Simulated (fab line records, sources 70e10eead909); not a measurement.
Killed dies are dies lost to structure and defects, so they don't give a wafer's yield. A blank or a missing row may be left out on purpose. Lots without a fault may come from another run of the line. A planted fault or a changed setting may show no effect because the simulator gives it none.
Problem report in the 8D (eight disciplines) form, filled by code | flow nand_harc | the parts of the form that need people (team, actions taken, sign-off) are left out

1. THE PROBLEM
cd_nm at NHARC_THIN_TSV_CD_MEAS_12 reads a mean of 992.1 nm on 6 wafers of 2 lots; wafers without a fault read 1000.5 nm with a standard deviation of 1.8. That is -4.7 standard deviations from the usual mean.
The step: target cd 1000 nm.
First seen on wafer L246.2, day 22 04:29, on cd_sem-02. The record holds 33 wafers of 11 lots with a number at this step. Rule for "out", or "out of limits": more than 4 standard deviations from the usual mean. The other wafers with a number count as sound.

2. WHAT IT IS AND WHAT IT IS NOT
question                    | is                     | is not
which readings at this step | cd_nm                  | -
which lots                  | L246, L250             | L234, L236, L237, L238, L242, L244, L245, L247, L252
which wafers of those lots  | all that have a number | -
read on which gauges        | cd_sem-01, cd_sem-02   | cd_sem-03
when                        | from day 22 04:29      | up to then (24 sound wafers); but 3 sound wafers of L252 came after

3. SUSPECTS, AND WHAT RULES EACH OUT
Counting: a tool at a process step up to the reading stays a suspect if it ran every lot that is out and no sound lot after the first of them.
- the gauge at NHARC_THIN_TSV_CD_MEAS_12: ruled out. The wafers that are out were read on 2 gauges (cd_sem-01, cd_sem-02).
- krf_scanner-04 at NHARC_THIN_TSV_EXPOSE_09 (exposes mask TSV): kept. It ran every lot that is out, first L246 (day 22 04:20), and no sound lot after that; its last sound lot up to then is L247 (day 21 22:47). Its own readings are out on those wafers: exposure_dose_mJ_cm2.
Left after counting: krf_scanner-04 at NHARC_THIN_TSV_EXPOSE_09.

4. THE CAUSE (what the simulator had put in)
Process parameter drift: krf_scanner-04, from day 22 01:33 on, at NHARC_THIN_TSV_EXPOSE_09. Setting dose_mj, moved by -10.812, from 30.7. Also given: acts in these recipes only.
Counting left only this tool.

5. THE CHAIN OF EFFECTS, in route order
Each row: a reading whose mean over the struck wafers that have a number lies more than 3 standard deviations from the usual. Only readings for which the record gives a usual standard deviation are gone through. hours: the time from each lot's start at the first step in this table that gives one to its start at this step, as a median over the lots. sigmas: the change in usual standard deviations.
hours | step                      | reading              | usual     | on struck wafers | change | sigmas
0     | NHARC_THIN_TSV_EXPOSE_09  | exposure_dose_mJ_cm2 | 30.70     | 19.87            | -10.83 | -99 or more
0     | NHARC_THIN_TSV_CD_MEAS_12 | cd_nm                | 1000.5 nm | 992.1            | -8.4   | -4.7
7     | NHARC_THIN_TSV_CD_MEAS_37 | cd_nm                | 4999.3 nm | 4989.8           | -9.5   | -3.6
The process steps in it:
- NHARC_THIN_TSV_EXPOSE_09: exposes mask TSV.
Later measuring or inspecting steps at which every struck wafer that the step has a row for has a number for every such reading, and none has moved that far: NHARC_END_SORT_01.

6. WHAT WOULD HAVE CAUGHT IT SOONER
In this record the first reading out of limits at a measuring or inspecting step was taken at day 22 04:29, 3 hours after the fault began at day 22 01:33.
The tool's own readings at NHARC_THIN_TSV_EXPOSE_09 were out on every struck wafer that the step has a row for (exposure_dose_mJ_cm2): an alarm limit on them would have fired on the first of those.
Of the lots that are out (2), L250 began NHARC_THIN_TSV_EXPOSE_09 on krf_scanner-04 after day 22 04:29. A hold on the tool at that time would have spared it.
